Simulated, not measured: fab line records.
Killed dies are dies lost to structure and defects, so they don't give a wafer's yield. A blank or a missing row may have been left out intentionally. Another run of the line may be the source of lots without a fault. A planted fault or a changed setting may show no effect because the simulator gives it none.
A lot that was struck, set against a sound lot    flow nandHarc    15 out of 1302 route steps
Sound: wafers L934.3, L934.4, L934.6. Wafers struck: L939.1, L939.4, L939.6. The cause is given at the end.
For every step that has rows: the tool of each side, followed by ch and its chambers, followed by its first start. Under that, the readings that differ: sound wafers    struck wafers    difference of the means    sigmas: that difference in standard deviations of wafers without a fault.
alike: a reading whose means differ by less than 2 such deviations, as well as words and numbers matching on both sides. not compared: withheld readings; readings where some wafer has no value; bounds like >300 that might hide an equal value; numbers whose values overlap and for which the record gives no deviation.
A row with sigmas, a row that says differs or no value, or rows on one side alone: a step with any of these is where the two part. Numbers that don't overlap but have no deviation are shown without sigmas and don't part them. A reading missing from all wafers of one side parts the sides only when that side holds two or more wafers.

NHARC_A_CHANNEL_HOLE_D1_STRIP_27: strips in O2.
  sound on rieDiel-09 ch 0,3; struck on rieDiel-09 ch 0,1,2
  alike: drypumpMotorCurrentA, oesProductAu, rfVppV, showerheadPlenumPTorr, throttleValvePct
  not compared: rfHoursCounterH
then, 2 steps without rows for these wafers: NHARC_A_CHANNEL_HOLE_D1_PRECLEAN_28 (cleans in SC1); NHARC_A_CHANNEL_HOLE_D1_SRD_29.
NHARC_A_CHANNEL_HOLE_D1_CD_MEAS_30:
  sound on cdSem-01 at day 10 16:10; struck on cdSem-03 at day 12 13:41
  alike: cdNm
NHARC_A_CHANNEL_HOLE_D1_XSEM_31:
  sound on xsem-01 ch 0, day 10 16:15; struck on xsem-01 ch 0, day 12 13:47
  alike: botCdNm, bowNm, tiltDeg
NHARC_A_CHANNEL_HOLE_D1_INSPECT_40:
  sound on defectInspect-01 at day 10 16:20; struck on defectInspect-01 at day 12 13:52
  alike: rawDefectCount
then, 2 steps without rows for these wafers: NHARC_A_CHANNEL_FILL_D1_PRECLEAN_00 (cleans in SC1); NHARC_A_CHANNEL_FILL_D1_SRD_01.
NHARC_A_CHANNEL_FILL_D1_ALD_02: deposits SiO2, target thk 6 nm, pulse time 10 s, ald cycles 60.
  sound on aldHk-02 ch 0,1,2, day 10 16:41; struck on aldHk-01 ch 1,2, day 12 14:09
  alike: aldCycles, heaterPowerOuterW, heaterPowerW, precursorPulseHeightRel
then, 1 step without rows for these wafers: NHARC_A_CHANNEL_FILL_D1_ALD_03 (deposits SiNx, target thk 6 nm, pulse time 60 s, ald cycles 58).
NHARC_A_CHANNEL_FILL_D1_ALD_14: deposits SiO2, target thk 2.5 nm, pulse time 10 s, ald cycles 25.
  sound on aldHk-03 ch 0,2, day 11 00:05; struck on aldHk-03 ch 0,1,3, day 12 21:11
  alike: aldCycles, heaterPowerOuterW, heaterPowerW, precursorPulseHeightRel
NHARC_A_CHANNEL_FILL_D1_ALD_15: deposits SiNx, target thk 2 nm, pulse time 60 s, ald cycles 19.
  sound on aldSinBatch-01 ch 0; struck on aldSinBatch-01 ch 0
  alike: precursorPulseHeightRel
NHARC_A_CHANNEL_FILL_D1_ALD_16: deposits SiO2, target thk 1.5 nm, pulse time 10 s, ald cycles 15.
  sound on aldHk-03 ch 0,1,3, day 11 05:28; struck on aldHk-03 ch 0,1,2, day 13 02:21
reading    sound     struck    difference  sigmas
aldCycles  15 15 15  10 10 10  -5          
  alike: heaterPowerOuterW, heaterPowerW, precursorPulseHeightRel
then, 1 step without rows for these wafers: NHARC_A_CHANNEL_FILL_D1_ANNEAL_17 (time 1800 s).
-- break in the record here, with 16 days between the starts of the struck wafers on either side (left off in module A_CHANNEL_FILL_D1, picked up again in module END, where the first step shown is number 1302 on the route) --
NHARC_END_SORT_01:
  sound on prober-02 ch 0, day 25 23:13; struck on prober-02 ch 0, day 28 14:39
reading        sound     struck    difference  sigmas
killedAtArray  24 27 24  66 67 65  +41         +2
killedDies     27 32 28  71 75 67  +42         +2
  alike: killedAtOther, killedAtPeriphery, killedOpen, killedShort

WHERE THEY PART
Only at NHARC_END_SORT_01, within this record.

WHY: what the simulator had put in
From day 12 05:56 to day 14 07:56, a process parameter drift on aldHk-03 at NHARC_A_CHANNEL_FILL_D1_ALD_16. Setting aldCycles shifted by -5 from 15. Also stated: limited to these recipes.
